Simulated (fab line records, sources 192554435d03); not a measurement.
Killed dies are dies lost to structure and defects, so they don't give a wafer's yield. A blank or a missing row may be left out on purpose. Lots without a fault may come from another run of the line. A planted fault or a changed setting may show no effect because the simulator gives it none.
Chamber matching | flow n5_finfet | N5_BEOL_M14_TRENCH_ETCH_34 on rie_diel-04: 4 sister chambers
The step etches SiO2 in C4F8/O2/Ar, target depth 556.65 nm, time 126.9 s. 4 wafers are shown with their chamber, then 7 later ones without.

WAFERS WITH THEIR CHAMBER
wafer  | chamber | rf_vpp_V (V)
L090.3 | 1       | 2213
L090.6 | 3       | 2157
L093.2 | 2       | 2214
L093.3 | 0       | 2235

WAFERS WITHOUT THEIR CHAMBER
wafer  | rf_vpp_V (V)
L093.5 | 2232
L094.1 | 2214
L094.4 | 2213
L094.5 | 2214
L097.1 | 2214
L097.2 | 2157
L097.3 | 2213

WHICH CHAMBER EACH WENT THROUGH
wafer  | from the rows above     | in truth
L093.5 | 0                       | 0
L094.1 | can't be placed: 2 or 1 | 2
L094.4 | can't be placed: 1 or 2 | 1
L094.5 | can't be placed: 2 or 1 | 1
L097.1 | can't be placed: 2 or 1 | 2
L097.2 | 3                       | 3
L097.3 | can't be placed: 1 or 2 | 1
Placed correctly: 2 of 7. Can't be placed from these rows: 5 (the true chamber is among the candidates in 5). Placed wrongly: 0.
How it was worked out, from the rows above alone: a wafer's distance from a chamber is the root of the sum, over the readings, of the square of ((its reading less the chamber's mean) divided by the reading's scatter). The wafer belongs to the nearest chamber; if the next one is less than 2 further off, it can't be placed. A chamber's mean is the mean of its shown wafers. The scatter: with one shown wafer a chamber, the root of the mean of the squares of how far each hidden wafer lies from its nearest shown one.
